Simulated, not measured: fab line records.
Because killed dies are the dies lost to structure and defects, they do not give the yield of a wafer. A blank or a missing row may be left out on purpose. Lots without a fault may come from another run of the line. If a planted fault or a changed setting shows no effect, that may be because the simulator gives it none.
Matching of chambers || flow nand harc || 4 sister chambers for NHARC_A_BONDPAD_ETCH_12 on rie diel-04
The step etches the open film in CHF3/O2, target depth 220 nm, time 110 s. 7 wafers are shown with their chamber, then 7 later ones without.

## WAFERS, EACH WITH ITS CHAMBER
{"wafer": "L451.4", "chamber": 0, "showerhead plenum p Torr (Torr)": 2.58, "drypump motor current A (A)": 6.1}
{"wafer": "L458.3", "chamber": 0, "showerhead plenum p Torr (Torr)": 2.58, "drypump motor current A (A)": 6.2}
{"wafer": "L460.6", "chamber": 2, "showerhead plenum p Torr (Torr)": 2.51, "drypump motor current A (A)": 5.8}
{"wafer": "L462.5", "chamber": 2, "showerhead plenum p Torr (Torr)": 2.51, "drypump motor current A (A)": 5.8}
{"wafer": "L462.6", "chamber": 3, "showerhead plenum p Torr (Torr)": 2.57, "drypump motor current A (A)": 5.4}
{"wafer": "L463.1", "chamber": 1, "showerhead plenum p Torr (Torr)": 2.44, "drypump motor current A (A)": 5.3}
{"wafer": "L463.4", "chamber": 3, "showerhead plenum p Torr (Torr)": 2.56, "drypump motor current A (A)": 5.4}

## WAFERS WITH NO CHAMBER GIVEN
{"wafer": "L463.5", "showerhead plenum p Torr (Torr)": 2.44, "drypump motor current A (A)": 5.3}
{"wafer": "L464.2", "showerhead plenum p Torr (Torr)": 2.44, "drypump motor current A (A)": 5.3}
{"wafer": "L464.3", "showerhead plenum p Torr (Torr)": 2.51, "drypump motor current A (A)": 5.8}
{"wafer": "L465.3", "showerhead plenum p Torr (Torr)": 2.58, "drypump motor current A (A)": 6.1}
{"wafer": "L472.2", "showerhead plenum p Torr (Torr)": 2.44, "drypump motor current A (A)": 5.3}
{"wafer": "L472.4", "showerhead plenum p Torr (Torr)": 2.58, "drypump motor current A (A)": 6.2}
{"wafer": "L472.6", "showerhead plenum p Torr (Torr)": 2.56, "drypump motor current A (A)": 5.4}

## THE CHAMBER EACH PASSED THROUGH
{"wafer": "L463.5", "from the rows above": 1, "in truth": 1}
{"wafer": "L464.2", "from the rows above": 1, "in truth": 1}
{"wafer": "L464.3", "from the rows above": 2, "in truth": 2}
{"wafer": "L465.3", "from the rows above": 0, "in truth": 0}
{"wafer": "L472.2", "from the rows above": 1, "in truth": 1}
{"wafer": "L472.4", "from the rows above": 0, "in truth": 0}
{"wafer": "L472.6", "from the rows above": 3, "in truth": 3}
Correct placement for 7 of the 7. Can't be placed from these rows: 0. Number placed wrongly: 0.
How it was worked out, from the rows above alone: a wafer's distance from a chamber is the root of the sum, over the readings, of the square of ((its reading less the chamber's mean) divided by the reading's scatter). The wafer belongs to the nearest chamber; if the next one is less than 2 further off, it can't be placed. For every chamber, the mean is computed from those of its wafers that are shown. The scatter is the square root of a quotient: the sum, over the shown wafers, of each reading's squared deviation from its chamber's mean, divided by wafers minus chambers.
